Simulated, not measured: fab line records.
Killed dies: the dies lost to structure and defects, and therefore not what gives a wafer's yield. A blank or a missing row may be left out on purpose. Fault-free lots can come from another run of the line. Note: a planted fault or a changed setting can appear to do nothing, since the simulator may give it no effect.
Chamber matching	flow nandHarc	NHARC_A_STAIRCASE_DESCUM_186 on rieDiel-03: 4 sister chambers
The step chemistry O2, time 3 s. 4 wafers are shown with their chamber, then 9 later ones without.

== WAFERS PAIRED WITH THEIR CHAMBERS ==
wafer	chamber	showerheadPlenumPTorr (Torr)
L083.5	0	1.85
L087.1	3	1.90
L087.2	2	1.81
L087.5	1	1.91

== WAFERS WHOSE CHAMBER IS MISSING ==
wafer	showerheadPlenumPTorr (Torr)
L089.3	1.90
L089.4	1.90
L089.5	1.85
L096.1	1.89
L096.3	1.80
L096.5	1.90
L097.2	1.89
L097.3	1.80
L097.6	1.84

== THE CHAMBER EACH PASSED THROUGH ==
wafer	from the rows above	in truth
L089.3	can't be placed: 3 or 1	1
L089.4	can't be placed: 3 or 1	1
L089.5	0	0
L096.1	can't be placed: 3 or 1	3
L096.3	2	2
L096.5	can't be placed: 3 or 1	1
L097.2	can't be placed: 3 or 1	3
L097.3	2	2
L097.6	0	0
4 of 9 placed correctly. Can't be placed from these rows: 5 (the true chamber is among the candidates in 5). Number placed wrongly: 0.
How it was worked out, from the rows above alone: a wafer's distance from a chamber is the root of the sum, over the readings, of the square of ((its reading less the chamber's mean) divided by the reading's scatter). If the next closest chamber is less than 2 further off than the closest, the wafer can't be placed; otherwise it belongs to the closest. For every chamber, the mean is computed from those of its wafers that are shown. The scatter: with one shown wafer a chamber, the root of the mean of the squares of how far each hidden wafer lies from its nearest shown one.
